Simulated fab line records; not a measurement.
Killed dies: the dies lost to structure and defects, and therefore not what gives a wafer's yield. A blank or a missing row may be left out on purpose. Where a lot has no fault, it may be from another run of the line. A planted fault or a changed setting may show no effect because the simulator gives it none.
What tool caused it? | flow nand_harc | 11 lots, 33 wafers sampled, at 4 steps of a route of 1302

== WHAT THE GAUGES READ, wafer by wafer ==
Not one reading of a measure or inspect step in the record can be checked against a usual standard deviation.

== EACH LOT AND THE TOOL THAT RAN IT (in order: tool; ch and the chambers of the sampled wafers; start) ==
lot  | NHARC_A_CHANNEL_HOLE_D2_ETCH_21  | NHARC_A_CHANNEL_HOLE_D2_ETCH_26  | NHARC_A_CHANNEL_FILL_D2_ETCHBACK_20 | NHARC_A_CHANNEL_FILL_D2_CMP_10
L451 | har_etch-02 ch 0,1, day 13 00:08 | har_etch-02 ch 0,1, day 13 03:26 | rie_diel-06 ch 0, day 14 04:25      | cmp-04 ch 0,1,2, day 15 05:19
L452 | har_etch-02 ch 0,1, day 14 00:45 | har_etch-02 ch 0,1, day 14 04:05 | rie_diel-01 ch 0,2,3, day 15 08:20  | cmp-03 ch 0,2,3, day 16 09:31
L457 | har_etch-01 ch 0,1, day 15 10:22 | har_etch-01 ch 0,1, day 15 13:40 | rie_diel-06 ch 0,3, day 16 15:30    | cmp-03 ch 0,2,3, day 17 20:14
L464 | har_etch-02 ch 0,1, day 18 13:39 | har_etch-02 ch 0,1, day 18 17:02 | rie_diel-01 ch 0,1,3, day 19 20:57  | cmp-04 ch 1,2, day 20 19:53
L466 | har_etch-01 ch 0,1, day 19 17:28 | har_etch-01 ch 0,1, day 19 20:41 | rie_diel-06 ch 1,2, day 20 22:23    | cmp-03 ch 1,2,3, day 22 01:58
L467 | har_etch-02 ch 0,1, day 20 03:28 | har_etch-02 ch 0,1, day 20 06:49 | rie_diel-12 ch 0,1,3, day 21 09:06  | cmp-02 ch 0,1,3, day 22 09:29
L465 | har_etch-01 ch 0, day 20 03:37   | har_etch-01 ch 0, day 20 06:57   | rie_diel-01 ch 1,2, day 21 09:05    | cmp-03 ch 0,2,3, day 22 09:29
L468 | har_etch-01 ch 0,1, day 20 16:16 | har_etch-01 ch 0,1, day 20 19:32 | rie_diel-01 ch 2,3, day 21 22:39    | cmp-02 ch 1,2,3, day 22 22:20
L471 | har_etch-01 ch 0, day 21 05:01   | har_etch-01 ch 0, day 21 08:21   | rie_diel-01 ch 2,3, day 22 10:49    | cmp-04 ch 1,2,3, day 23 10:04
L470 | har_etch-02 ch 1, day 21 05:16   | har_etch-02 ch 1, day 21 08:36   | rie_diel-12 ch 0,3, day 22 10:49    | cmp-02 ch 0,1,3, day 23 10:02
L473 | har_etch-01 ch 0, day 22 03:21   | har_etch-01 ch 0, day 22 06:41   | rie_diel-01 ch 0,1,2, day 23 10:36  | cmp-03 ch 0,3, day 24 09:44
- NHARC_A_CHANNEL_HOLE_D2_ETCH_21: etches the open film in C4F8/O2/Ar, time 514.3 s, target depth 1600 nm.
- NHARC_A_CHANNEL_HOLE_D2_ETCH_26: etches the open film in C4F8/O2/Ar, time 224.1 s, target depth 300 nm.
- NHARC_A_CHANNEL_FILL_D2_ETCHBACK_20: etches the open film in C4F8/O2/Ar, target depth 27 nm, time 13.5 s.
- NHARC_A_CHANNEL_FILL_D2_CMP_10: polishes, target thk 150 nm.

== WHAT THE TOOLS THEMSELVES READ (means of the sampled wafers that have a number; where no wafer has one, the mark that the record gives instead) ==
NHARC_A_CHANNEL_HOLE_D2_ETCH_21. Usual: chamber_pressure_mTorr 20.000 mTorr, standard deviation 0.018; drypump_motor_current_A 5.27 A, standard deviation 0.2; showerhead_plenum_p_Torr 3.69 Torr, standard deviation 0.15; throttle_valve_pct 32.156 %, standard deviation 0.0079.
lot  | tool        | chamber_pressure_mTorr (mTorr) | drypump_motor_current_A (A) | showerhead_plenum_p_Torr (Torr) | throttle_valve_pct (%) | flag
L451 | har_etch-02 | 19.988                         | 5.40                        | 3.59                            | 32.151                 |
L452 | har_etch-02 | 19.996                         | 5.39                        | 3.58                            | 32.152                 |
L457 | har_etch-01 | 20.009                         | 5.11                        | 3.65                            | 32.154                 |
L464 | har_etch-02 | 19.986                         | 5.37                        | 3.92                            | 32.164                 |
L466 | har_etch-01 | 19.995                         | 5.11                        | 3.62                            | 32.157                 |
L467 | har_etch-02 | 20.005                         | 5.30                        | 3.91                            | 32.151                 |
L465 | har_etch-01 | 20.002                         | 5.40                        | 3.55                            | 32.163                 |
L468 | har_etch-01 | 20.007                         | 5.11                        | 3.61                            | 32.154                 |
L471 | har_etch-01 | 20.019                         | 5.41                        | 3.54                            | 32.150                 |
L470 | har_etch-02 | 20.013                         | 5.27                        | 3.90                            | 32.154                 |
L473 | har_etch-01 | 19.995                         | 5.39                        | 3.53                            | 32.161                 |

NHARC_A_CHANNEL_HOLE_D2_ETCH_26. Usual: bias_v 300 V, standard deviation 3.1; chamber_pressure_mTorr 29.998 mTorr, standard deviation 0.026; drypump_motor_current_A 5.27 A, standard deviation 0.2; showerhead_plenum_p_Torr 3.73 Torr, standard deviation 0.16; throttle_valve_pct 24.583 %, standard deviation 0.0094.
lot  | tool        | bias_v (V) | chamber_pressure_mTorr (mTorr) | drypump_motor_current_A (A) | showerhead_plenum_p_Torr (Torr) | throttle_valve_pct (%) | flag
L451 | har_etch-02 | 300        | 30.032                         | 5.38                        | 3.62                            | 24.582                 |
L452 | har_etch-02 | 300        | 30.004                         | 5.40                        | 3.61                            | 24.590                 |
L457 | har_etch-01 | 297        | 30.019                         | 5.11                        | 3.70                            | 24.585                 |
L464 | har_etch-02 | 300        | 29.994                         | 5.41                        | 3.98                            | 24.587                 |
L466 | har_etch-01 | 300        | 29.980                         | 5.10                        | 3.66                            | 24.577                 |
L467 | har_etch-02 | 304        | 29.986                         | 5.33                        | 3.97                            | 24.593                 |
L465 | har_etch-01 | 297        | 30.020                         | 5.41                        | 3.58                            | 24.583                 |
L468 | har_etch-01 | 300        | 29.978                         | 5.09                        | 3.65                            | 24.590                 |
L471 | har_etch-01 | 296        | 29.994                         | 5.44                        | 3.57                            | 24.579                 |
L470 | har_etch-02 | 296        | 30.008                         | 5.28                        | 3.96                            | 24.584                 |
L473 | har_etch-01 | 299        | 29.988                         | 5.43                        | 3.57                            | 24.578                 |

NHARC_A_CHANNEL_FILL_D2_ETCHBACK_20. Usual: chamber_pressure_mTorr 25.002 mTorr, standard deviation 0.022; oes_product_au 0.991 a.u., standard deviation 0.024; rf_fwd_power_W 587.3 W, standard deviation 2.7; rf_vpp_V 975 V, standard deviation 6.1.
lot  | tool        | chamber_pressure_mTorr (mTorr) | oes_product_au (a.u.) | rf_fwd_power_W (W) | rf_vpp_V (V) | flag
L451 | rie_diel-06 | 25.001                         | 1.012                 | 586.3              | 968          |
L452 | rie_diel-01 | 25.005                         | 0.959                 | 589.4              | 973          |
L457 | rie_diel-06 | 25.006                         | 1.008                 | 586.6              | 972          |
L464 | rie_diel-01 | 25.001                         | 0.985                 | 588.5              | 973          |
L466 | rie_diel-06 | 25.003                         | 1.007                 | 585.8              | 976          |
L467 | rie_diel-12 | 25.006                         | 1.001                 | 587.1              | 983          |
L465 | rie_diel-01 | 24.992                         | 0.928                 | 589.4              | 973          |
L468 | rie_diel-01 | 25.019                         | 1.012                 | 589.8              | 971          |
L471 | rie_diel-01 | 25.014                         | 0.950                 | 589.6              | 971          |
L470 | rie_diel-12 | 24.991                         | 0.997                 | 583.7              | 985          |
L473 | rie_diel-01 | 24.997                         | 0.968                 | 588.4              | 973          |

NHARC_A_CHANNEL_FILL_D2_CMP_10. Usual: motor_current_A 12.3 A, standard deviation 1.4; retaining_ring_pressure_frac 0.999, standard deviation 0.0056; time_to_endpoint_s 14.7 s, standard deviation 2.4.
lot  | tool   | motor_current_A (A) | retaining_ring_pressure_frac | time_to_endpoint_s (s) | flag
L451 | cmp-04 | 13.4                | 0.997                        | 16.7                   |
L452 | cmp-03 | 12.0                | 0.999                        | 13.1                   |
L457 | cmp-03 | 12.0                | 0.997                        | 19.4                   |
L464 | cmp-04 | 14.0                | 0.998                        | 18.0                   |
L466 | cmp-03 | 12.6                | 1.000                        | 15.3                   |
L467 | cmp-02 | 12.6                | 0.994                        | 13.4                   |
L465 | cmp-03 | 12.2                | 0.998                        | 13.4                   |
L468 | cmp-02 | 12.0                | 1.005                        | 14.1                   |
L471 | cmp-04 | 13.1                | 0.998                        | 13.2                   |
L470 | cmp-02 | 11.9                | 0.995                        | 16.9                   |
L473 | cmp-03 | 12.6                | 0.995                        | 11.0                   |

== THE ANSWER, worked out from the rows above alone ==
Rule: a lot is off if the mean of its wafers that have a number lies more than 3 standard deviations from the usual mean. Also off: a lot with no number at a reading for which 4 or more lots have one. All remaining lots with rows at the step are treated as sound. The gauges are gone through in route order, then the tools' own readings, and for those a lot's mean is taken as printed above. At the first step where some lot is off, the reading lying furthest off is the one used; lots without a number count as furthest.
None of the lots is off at any reading shown; this tells nothing.

== WHAT THE SIMULATOR PUT IN ==
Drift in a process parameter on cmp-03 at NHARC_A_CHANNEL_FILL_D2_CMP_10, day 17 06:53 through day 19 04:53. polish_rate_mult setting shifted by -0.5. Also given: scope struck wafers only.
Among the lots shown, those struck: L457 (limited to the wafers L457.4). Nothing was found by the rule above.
